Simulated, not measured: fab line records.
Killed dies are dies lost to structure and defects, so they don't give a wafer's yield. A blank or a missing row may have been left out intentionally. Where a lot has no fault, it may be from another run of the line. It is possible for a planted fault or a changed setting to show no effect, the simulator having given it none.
fab line records    flow n5Finfet    part 2 of 2: steps 4 to 6 of 6
[record] lots = 22  wafers = 66  lastDay = 17
route steps=1938 shown BEOL_M0_CUTY@712 BEOL_M0@716 BEOL_M1@751
lots untouched by any fault: they come from a run of this same line in which no faults occurred
startH: hours from the record's opening day to when the first of the lot's shown wafers began    waitH: hours from the lot's prior step to this one    " as in the row above    L1.1+2: one row covering several wafers at once    - no value, or no start was given    * or withheld: withheld    < > ~ a bound
route shown NAME@n: a module of which the file shows steps, and the number in the route of the first    usual: the fault-free wafers' mean and standard deviation    same: alike in all rows    chamber/n: place in a boat    sites: each site's reading    _std_site: their standard deviation    _edge_site: mean of outer sites minus mean of inner sites    radiusMm: for every site, how far away it sits from the centre of the wafer    mask NAME#n: copy n    behind: tool/chamber where the wafer was last shaped    hold: cause of the lot's hold/its duration in hours/its outcome    device: whichever transistor did not switch (one of n, p or np)    end of line: at the end of the route, the tests of the same wafers    a step without rows: its recipe alone    killed: dies that structure and defects cost at the first sort, which is not the same as the wafer's yield    map: per-die view of a wafer (x killed, . not killed, _ where there is no die)
set.NAME: the setting that was run; set.NAME@STEP: the one run at that earlier step    model.NAME: the simulator's own value behind a step, which no gauge read
the route's steps for a sample of lots (tables are steps, rows are wafers)
services: the hour from which a tool's chamber was out of use, counted from the record's first day as startH (under 0 if before that day), plus the number of hours and why
[[steps]]
[step N5_BEOL_M0_TRENCH_ETCH_107]
[recipe] chemistry = C4F6/O2  targetDepthA = 328  target = SiOC  timeS = 16.4  ionEnergyEv = 250  pressureMtorr = 30  sourceW = 355  biasW = 185  Ar_flow_sccm = 300  C4F6_flow_sccm = 10  O2_flow_sccm = 10
[usual] drypumpMotorCurrentA = 5.7/0.56  oes_o_777_au = 0.81/0.099  oesProductAu = 0.79/0.093  rfVppV = 665/12  showerheadPlenumPTorr = 2.82/0.12  throttleValvePct = 20.86/0.23
[same] timeS = 16.4
lot.wafer  tool        chamber  startH  waitH  drypumpMotorCurrentA  oes_o_777_au  oesProductAu  rfHoursCounterH  rfVppV  showerheadPlenumPTorr  throttleValvePct
L074.1     rieDiel-04  2        125.13  0.0    5.8                   0.68          0.70          220              685     2.83                   20.77
L074.3     "           3        "       "      5.9                   0.71          0.70          243              637     2.68                   21.26
L074.6     "           0        "       "      6.5                   0.85          0.84          -                670     3.02                   20.76
L075.1     rieDiel-03  3        126.85  0.0    5.5                   0.74          0.73          144              669     2.64                   20.93
L075.3     "           1        "       "      6.4                   0.71          0.69          205              650     2.92                   21.18
L075.4     "           1        "       "      6.3                   0.71          0.70          -                651     2.92                   21.18
L078.2     rieDiel-03  3        139.09  0.0    5.5                   0.74          0.74          148              667     2.64                   20.95
L078.3     "           0        "       "      5.3                   0.86          0.85          73               663     2.77                   20.84
L078.6     "           2        "       "      4.8                   0.99          0.98          -                676     2.80                   20.57
L077.2     rieDiel-04  1        143.08  0.0    6.1                   0.93          0.90          33               672     2.99                   20.45
L077.5     "           3        "       "      5.9                   0.70          0.68          -                633     2.68                   21.28
L077.6     "           0        "       "      6.5                   0.84          0.83          -                668     3.02                   20.77
L079.3     rieDiel-03  0        150.03  0.0    5.3                   0.86          0.83          78               664     2.76                   20.86
L079.5     "           2        "       "      4.8                   0.99          0.96          -                676     2.80                   20.58
L079.6     "           1        "       "      6.4                   0.70          0.68          -                648     2.91                   21.21
L080.2     rieDiel-03  0        150.19  0.0    5.3                   0.86          0.84          78               662     2.76                   20.85
L080.3     "           3        "       "      5.5                   0.74          0.73          152              669     2.64                   20.96
L080.4     "           1        "       "      6.3                   0.71          0.69          214              649     2.91                   21.20
L081.3     rieDiel-04  0        159.65  0.0    6.5                   0.83          0.82          72               670     3.01                   20.78
L081.4     "           1        "       "      6.1                   0.93          0.88          -                673     2.99                   20.46
L081.5     "           2        "       "      5.7                   0.67          0.67          -                683     2.83                   20.80
L082.2     rieDiel-03  2        165.75  0.0    4.8                   0.97          0.95          15               675     2.80                   20.60
L082.4     "           3        "       "      5.5                   0.73          0.73          159              669     2.63                   20.94
L082.5     "           0        "       "      5.3                   0.85          0.84          -                665     2.76                   20.86
L083.1     rieDiel-04  2        165.84  0.0    5.7                   0.67          0.68          239              683     2.82                   20.80
L083.2     "           1        "       "      6.1                   0.92          0.89          44               674     2.99                   20.48
L083.4     "           0        "       "      6.6                   0.83          0.82          -                669     3.01                   20.79
L084.1     rieDiel-03  2        176.01  0.0    4.8                   0.96          0.94          18               676     2.80                   20.60
L084.2     "           0        "       "      5.3                   0.84          0.84          87               665     2.76                   20.88
L084.3     "           3        "       "      5.5                   0.73          0.72          162              668     2.63                   20.96
L085.1     rieDiel-04  0        181.15  0.0    6.5                   0.82          0.81          82               670     3.01                   20.79
L085.3     "           2        "       "      5.8                   0.67          0.68          243              685     2.82                   20.81
L085.4     "           3        "       "      6.0                   0.97          0.97          4                648     3.02                   20.85
L086.1     rieDiel-03  3        192.92  0.0    5.5                   0.73          0.71          169              669     2.63                   20.96
L086.2     "           1        "       "      6.3                   0.69          0.68          229              649     2.91                   21.23
L086.4     "           2        "       "      4.8                   0.94          0.92          23               674     2.80                   20.61
L087.2     rieDiel-03  0        196.43  0.0    5.3                   0.84          0.82          94               664     2.76                   20.88
L087.4     "           3        "       "      5.5                   0.72          0.72          169              669     2.63                   20.98
L087.6     "           1        "       "      6.3                   0.69          0.68          -                649     2.91                   21.21
L089.1     rieDiel-03  3        205.94  0.0    5.5                   0.73          0.72          172              669     2.63                   20.98
L089.3     "           2        "       "      4.8                   0.94          0.91          27               675     2.79                   20.60
L089.6     "           0        "       "      5.3                   0.84          0.82          -                665     2.76                   20.87
L088.1     rieDiel-05  1        207.43  0.0    5.8                   0.81          0.82          93               648     2.76                   21.04
L088.3     "           3        "       "      4.7                   0.85          0.81          83               650     2.76                   20.90
L088.4     "           0        "       "      5.2                   0.73          0.75          145              658     2.74                   20.67
L090.2     rieDiel-03  0        216.16  0.0    5.3                   0.83          0.82          101              663     2.75                   20.89
L090.4     "           1        "       "      6.3                   0.68          0.67          238              648     2.90                   21.22
L090.5     "           3        "       "      5.5                   0.72          0.71          -                669     2.63                   20.98
L091.1     rieDiel-04  3        219.92  0.0    6.0                   0.93          0.93          19               645     3.01                   20.88
L091.4     "           0        "       "      6.5                   0.81          0.79          -                668     3.00                   20.81
L091.6     "           3        "       "      6.0                   0.92          0.94          -                648     3.01                   20.87
L092.1     rieDiel-03  1        228.48  0.0    6.3                   0.68          0.67          241              648     2.90                   21.24
L092.4     "           0        "       "      5.3                   0.83          0.82          106              663     2.75                   20.91
L092.5     "           3        "       "      5.5                   0.71          0.71          -                669     2.62                   20.98
L093.3     rieDiel-03  3        235.91  0.0    5.5                   0.71          0.71          183              669     2.62                   20.98
L093.4     "           0        "       "      5.3                   0.83          0.81          107              663     2.75                   20.92
L093.5     "           0        "       "      5.3                   0.82          0.81          -                665     2.75                   20.91
L094.1     rieDiel-03  0        244.08  0.0    5.3                   0.81          0.82          111              664     2.75                   20.92
L094.2     "           3        "       "      5.5                   0.71          0.71          186              670     2.62                   20.99
L094.5     "           0        "       "      5.3                   0.82          0.81          -                664     2.75                   20.89
L096.1     rieDiel-04  0        253.98  0.0    6.4                   0.80          0.77          112              669     2.99                   20.84
L096.4     "           1        "       "      6.1                   0.87          0.85          80               671     2.97                   20.52
L096.5     "           2        "       "      5.7                   0.92          0.96          -                683     2.82                   20.50
L097.2     rieDiel-03  3        258.99  0.0    5.5                   0.70          0.70          191              669     2.62                   20.99
L097.3     "           2        "       "      4.8                   0.91          0.89          44               675     2.79                   20.62
L097.4     "           0        "       "      5.3                   0.82          0.80          -                663     2.75                   20.90
[step N5_BEOL_M1_ILD_DEP_00]
[recipe] material = SiOC  targetThkA = 790  tempC = 350  precursor = DEMS/O2  pressureTorr = 5  rfW = 500  timeS = 15.3
[usual] heaterPowerW = 471/51  showerheadPlenumPTorr = 5.696/0.015  throttleValvePct = 12.0/0.81
[same] timeS = 15.3
lot.wafer  tool      chamber  startH  waitH  heaterPowerW  showerheadPlenumPTorr  sinceWetCleanH  throttleValvePct
L074.1     pecvd-04  0        128.64  0.0    455           5.685                  651             12.5
L074.3     "         2        "       "      474           5.711                  2101            14.3
L074.6     "         0        "       "      481           5.702                  -               13.0
L075.1     pecvd-02  0        131.47  0.0    529           5.707                  835             11.7
L075.3     "         2        "       "      433           5.698                  81              11.3
L075.4     "         2        "       "      445           5.690                  -               11.5
L078.2     pecvd-02  2        143.86  0.0    384           5.702                  94              11.3
L078.3     "         2        "       "      380           5.687                  -               11.4
L078.6     "         1        "       "      487           5.684                  -               11.9
L077.2     pecvd-03  0        146.21  0.0    536           5.687                  1031            12.5
L077.5     "         1        "       "      420           5.703                  -               13.0
L077.6     "         2        "       "      524           5.693                  -               10.6
L079.3     pecvd-03  2        153.04  0.0    502           5.698                  266             10.7
L079.5     "         0        "       "      497           5.680                  -               12.6
L079.6     "         2        "       "      506           5.711                  -               10.6
L080.2     pecvd-03  1        153.60  0.0    439           5.691                  1764            13.0
L080.3     "         0        "       "      464           5.686                  1039            12.8
L080.4     "         0        "       "      474           5.687                  -               12.5
L081.3     pecvd-02  2        162.79  0.0    436           5.690                  113             11.4
L081.4     "         1        "       "      389           5.678                  -               11.5
L081.5     "         2        "       "      452           5.676                  -               11.2
L082.2     pecvd-02  2        168.83  0.0    366           5.679                  119             11.1
L082.4     "         2        "       "      384           5.684                  -               11.2
L082.5     "         1        "       "      424           5.688                  -               11.6
L083.1     pecvd-02  0        169.40  0.0    495           5.716                  873             11.9
L083.2     "         2        "       "      391           5.683                  119             11.5
L083.4     "         2        "       "      390           5.682                  -               11.6
L084.1     pecvd-03  1        179.57  0.0    460           5.698                  1790            12.8
L084.2     "         0        "       "      521           5.689                  1065            12.8
L084.3     "         2        "       "      497           5.699                  293             10.9
L085.1     pecvd-02  1        185.03  0.0    456           5.669                  1614            11.9
L085.3     "         2        "       "      430           5.688                  135             11.6
L085.4     "         2        "       "      441           5.705                  -               11.5
L086.1     pecvd-04  0        195.75  0.0    449           5.691                  718             12.7
L086.2     "         1        "       "      484           5.681                  1443            12.0
L086.4     "         0        "       "      439           5.701                  -               12.6
L087.2     pecvd-02  0        199.99  0.0    548           5.720                  904             11.5
L087.4     "         2        "       "      402           5.680                  -               11.1
L087.6     "         0        "       "      557           5.710                  -               12.3
L089.1     pecvd-02  2        209.36  0.0    418           5.694                  159             11.5
L089.3     "         2        "       "      422           5.686                  -               11.4
L089.6     "         2        "       "      427           5.687                  -               11.3
L088.1     pecvd-03  2        211.30  0.0    499           5.706                  325             10.7
L088.3     "         0        "       "      503           5.705                  1096            12.3
L088.4     "         2        "       "      497           5.698                  -               10.8
L090.2     pecvd-03  1        220.90  0.0    456           5.703                  1831            12.8
L090.4     "         2        "       "      448           5.700                  -               10.7
L090.5     "         1        "       "      361           5.706                  -               12.9
L091.1     pecvd-02  2        223.54  0.0    429           5.696                  173             11.4
L091.4     "         0        "       "      576           5.721                  -               11.7
L091.6     "         0        "       "      564           5.729                  -               12.2
L092.1     pecvd-04  1        232.41  0.0    489           5.681                  1480            11.7
L092.4     "         1        "       "      497           5.678                  -               11.9
L092.5     "         2        "       "      471           5.693                  -               11.6
L093.3     pecvd-03  0        238.77  0.0    546           5.687                  1124            12.6
L093.4     "         0        "       "      527           5.684                  -               12.6
L093.5     "         2        "       "      501           5.706                  -               10.7
L094.1     pecvd-04  0        247.89  0.0    426           5.702                  771             12.8
L094.2     "         1        "       "      509           5.676                  1496            11.9
L094.5     "         2        "       "      482           5.719                  -               11.6
L096.1     pecvd-03  2        257.02  0.0    499           5.716                  370             10.8
L096.4     "         0        "       "      484           5.695                  -               12.8
L096.5     "         1        "       "      442           5.709                  -               12.9
L097.2     pecvd-02  0        263.15  0.0    537           5.708                  967             11.8
L097.3     "         2        "       "      412           5.693                  213             11.5
L097.4     "         0        "       "      536           5.723                  -               12.0
[step N5_BEOL_M1_THK_MEAS_01]
[recipe] reads = SiOC_of_BEOL_M1_ILD_DEP_00
[usual] M1_ILD_THK = 79.2/1.1
lot.wafer  tool          chamber  startH  waitH  M1_ILD_THK[nm]
L074.1     filmMetro-01  -        128.70  0.0    80.0
L074.3     "             -        "       "      77.5
L074.6     "             -        "       "      80.3
L075.1     filmMetro-01  -        131.53  0.0    78.4
L075.3     "             -        "       "      77.1
L075.4     "             -        "       "      78.9
L078.2     filmMetro-02  -        143.95  0.1    77.1
L078.3     "             -        "       "      78.3
L078.6     "             -        "       "      78.7
L077.2     filmMetro-01  -        146.28  0.1    77.7
L077.5     "             -        "       "      79.2
L077.6     "             -        "       "      79.6
L079.3     filmMetro-01  -        153.11  0.1    79.3
L079.5     "             -        "       "      79.4
L079.6     "             -        "       "      79.8
L080.2     filmMetro-01  -        153.67  0.1    79.4
L080.3     "             -        "       "      79.9
L080.4     "             -        "       "      80.6
L081.3     filmMetro-01  -        162.86  0.1    77.9
L081.4     "             -        "       "      79.6
L081.5     "             -        "       "      78.2
L082.2     filmMetro-02  -        168.89  0.1    78.2
L082.4     "             -        "       "      78.6
L082.5     "             -        "       "      80.4
L083.1     filmMetro-02  -        169.46  0.0    79.6
L083.2     "             -        "       "      77.0
L083.4     "             -        "       "      79.0
L084.1     filmMetro-01  -        179.63  0.0    79.4
L084.2     "             -        "       "      79.0
L084.3     "             -        "       "      79.4
L085.1     filmMetro-01  -        185.09  0.0    79.9
L085.3     "             -        "       "      78.1
L085.4     "             -        "       "      80.6
L086.1     filmMetro-01  -        195.81  0.0    78.4
L086.2     "             -        "       "      78.5
L086.4     "             -        "       "      79.3
L087.2     filmMetro-01  -        200.05  0.1    78.5
L087.4     "             -        "       "      79.0
L087.6     "             -        "       "      80.0
L089.1     filmMetro-01  -        209.45  0.1    76.4
L089.3     "             -        "       "      78.6
L089.6     "             -        "       "      78.5
L088.1     filmMetro-01  -        211.37  0.0    79.6
L088.3     "             -        "       "      78.7
L088.4     "             -        "       "      80.7
L090.2     filmMetro-02  -        220.97  0.1    79.3
L090.4     "             -        "       "      79.2
L090.5     "             -        "       "      81.1
L091.1     filmMetro-01  -        223.63  0.1    77.8
L091.4     "             -        "       "      80.6
L091.6     "             -        "       "      80.6
L092.1     filmMetro-01  -        232.48  0.0    78.0
L092.4     "             -        "       "      78.9
L092.5     "             -        "       "      79.5
L093.3     filmMetro-02  -        238.84  0.1    79.1
L093.4     "             -        "       "      80.4
L093.5     "             -        "       "      80.8
L094.1     filmMetro-02  -        247.95  0.0    79.1
L094.2     "             -        "       "      78.3
L094.5     "             -        "       "      80.0
L096.1     filmMetro-02  -        257.09  0.0    79.1
L096.4     "             -        "       "      78.6
L096.5     "             -        "       "      81.1
L097.2     filmMetro-02  -        263.22  0.1    79.2
L097.3     "             -        "       "      77.1
L097.4     "             -        "       "      80.2
[[services]]
tool         chamber  startH  hours  kind
rieDiel-05   3        105.12  2.2    repair
rieDiel-03   2        109.39  -      clean
rieDiel-03   2        109.39  -      consumableReplace:focusRing
rieDiel-03   2        109.39  17.5   scheduledDown
rieDiel-03   2        109.39  17.5   ventCycle
pecvd-02     -        133.61  1.1    repair
rieDiel-04   3        144.22  -      clean
rieDiel-04   3        144.22  -      consumableReplace:focusRing
rieDiel-04   3        144.22  -      consumableReplace:showerhead
rieDiel-04   3        144.22  22.3   scheduledDown
pecvd-02     -        163.04  0.4    repair
rieMetal-03  -        165.82  2.8    pm
rieDiel-05   0        167.54  4.6    repair
rieDiel-03   2        185.10  3.2    repair
rieDiel-05   -        196.32  1.0    repair
pecvd-04     -        197.04  6.0    pm
rieDiel-04   -        199.04  0.5    repair
pecvd-02     1        205.32  29.0   repair
pecvd-02     -        241.27  0.6    repair
rieDiel-03   1        258.58  -      clean
rieDiel-03   1        258.58  -      consumableReplace:focusRing
rieDiel-03   1        258.58  25.3   scheduledDown
rieDiel-03   1        258.58  25.3   ventCycle
rieMetal-03  -        262.60  0.2    repair
